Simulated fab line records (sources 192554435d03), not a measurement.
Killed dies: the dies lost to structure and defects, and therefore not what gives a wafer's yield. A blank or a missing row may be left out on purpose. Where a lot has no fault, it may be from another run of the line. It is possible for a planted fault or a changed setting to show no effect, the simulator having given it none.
What tool caused it? ; flow n5Finfet ; 24 wafers from 8 lots sampled at 5 of the route's 1938 steps

WHAT EACH GAUGE READ, for each wafer
N5_STI_FIN_REVEAL_INSPECT_13: inspects for defects (darkfield).
lot;measured;on;rawDefectCount
L333;day 3 12:54;defectInspect-01;9 12 27
L334;day 3 19:45;defectInspect-02;24 19 14
L336;day 4 06:13;defectInspect-02;9 18 9
L339;day 5 01:03;defectInspect-01;14 17 21
L340;day 5 07:11;defectInspect-01;5 5 6
L347;day 7 01:25;defectInspect-02;1443 10 9
L351;day 8 01:14;defectInspect-02;13 13 19
L352;day 8 06:51;defectInspect-02;17 9 6

TOOL THAT RAN EACH LOT (tool first, then ch and the chambers of the sampled wafers, then the start)
lot;N5_FIN_CUT_ETCH_30;N5_STI_FIN_REVEAL_ETCHBACK_08;N5_STI_FIN_REVEAL_STRIP_16;N5_STI_FIN_REVEAL_OXIDATION_33
L333;rieDiel-03 ch 0,2, day 3 02:43;rieDiel-04 ch 0,1, day 3 09:51;wetBench-02 ch 0,1,3, day 3 11:44;plasmaAsher-01 ch 0,1, day 3 12:37
L334;rieDiel-06 ch 0,2,3, day 3 10:05;rieDiel-04 ch 1,2, day 3 16:43;wetBench-02 ch 1,5,6, day 3 18:34;plasmaAsher-02 ch 0,1, day 3 19:28
L336;rieDiel-05 ch 1,3, day 3 20:38;rieDiel-04 ch 1,2, day 4 03:11;wetBench-01 ch 0,6,7, day 4 05:03;plasmaAsher-02 ch 0,1, day 4 05:57
L339;rieDiel-05 ch 2,3, day 4 15:03;rieDiel-02 ch 0,2,3, day 4 21:43;wetBench-02 ch 4,5,6, day 4 23:53;plasmaAsher-01 ch 0,1, day 5 00:46
L340;rieDiel-03 ch 1,2,3, day 4 20:33;rieDiel-01 ch 0,3, day 5 04:05;wetBench-03 ch 2,3,5, day 5 06:01;plasmaAsher-02 ch 0,1, day 5 06:54
L347;rieDiel-03 ch 0,2,3, day 6 15:15;rieDiel-02 ch 1,2, day 6 22:21;wetBench-02 ch 0,6,7, day 7 00:14;plasmaAsher-02 ch 0,1, day 7 01:08
L351;rieDiel-03 ch 0,2,3, day 7 15:05;rieDiel-04 ch 2,3, day 7 21:49;wetBench-03 ch 0,3,7, day 7 23:41;plasmaAsher-02 ch 0,1, day 8 00:57
L352;rieDiel-06 ch 1,2,3, day 7 20:45;rieDiel-01 ch 0,1,2, day 8 03:49;wetBench-03 ch 3,5,6, day 8 05:41;plasmaAsher-02 ch 0,1, day 8 06:34
- N5_FIN_CUT_ETCH_30: etches underlayer in N2/H2, target depth 13 nm, time 10.4 s.
- N5_STI_FIN_REVEAL_ETCHBACK_08: etches SiO2 in C4F6/O2, target depth 30.5 nm, time 10.167 s.
- N5_STI_FIN_REVEAL_STRIP_16: strips SiNx in H3PO4, target depth 23.8 nm.
- N5_STI_FIN_REVEAL_OXIDATION_33: chemistry O2 PLASMA REMOTE, time 20 s.

THE ANSWER, worked out from the rows above alone
Rule: what is usual is taken from the lots themselves. The widest of any qualifying gaps counts: lots, ordered by their means at a reading, are off when they make up no more than a third of the lots, leave a main group of 4 or more, and stand apart from it by 3 or more times the standard deviation of that group's means. The tables above print the reading to a certain number of digits; a main group whose means all agree to those digits is not used. Also off: a lot with no number at a reading for which 4 or more lots have one. All remaining lots with rows at the step are treated as sound.
Off, at N5_STI_FIN_REVEAL_INSPECT_13 on rawDefectCount: L347. For the main group the mean is 14 and the standard deviation 4.3.
A tool fits if, at a process step before that reading, it ran every lot that is off, and no sound lot after the first of them. Those tools and the gauges at N5_STI_FIN_REVEAL_INSPECT_13 are tried in the same way. 2 tools fit, rieDiel-02 at N5_STI_FIN_REVEAL_ETCHBACK_08 and wetBench-02 at N5_STI_FIN_REVEAL_STRIP_16, so this cannot tell which one it is.

WHAT THE SIMULATOR HAD INSERTED
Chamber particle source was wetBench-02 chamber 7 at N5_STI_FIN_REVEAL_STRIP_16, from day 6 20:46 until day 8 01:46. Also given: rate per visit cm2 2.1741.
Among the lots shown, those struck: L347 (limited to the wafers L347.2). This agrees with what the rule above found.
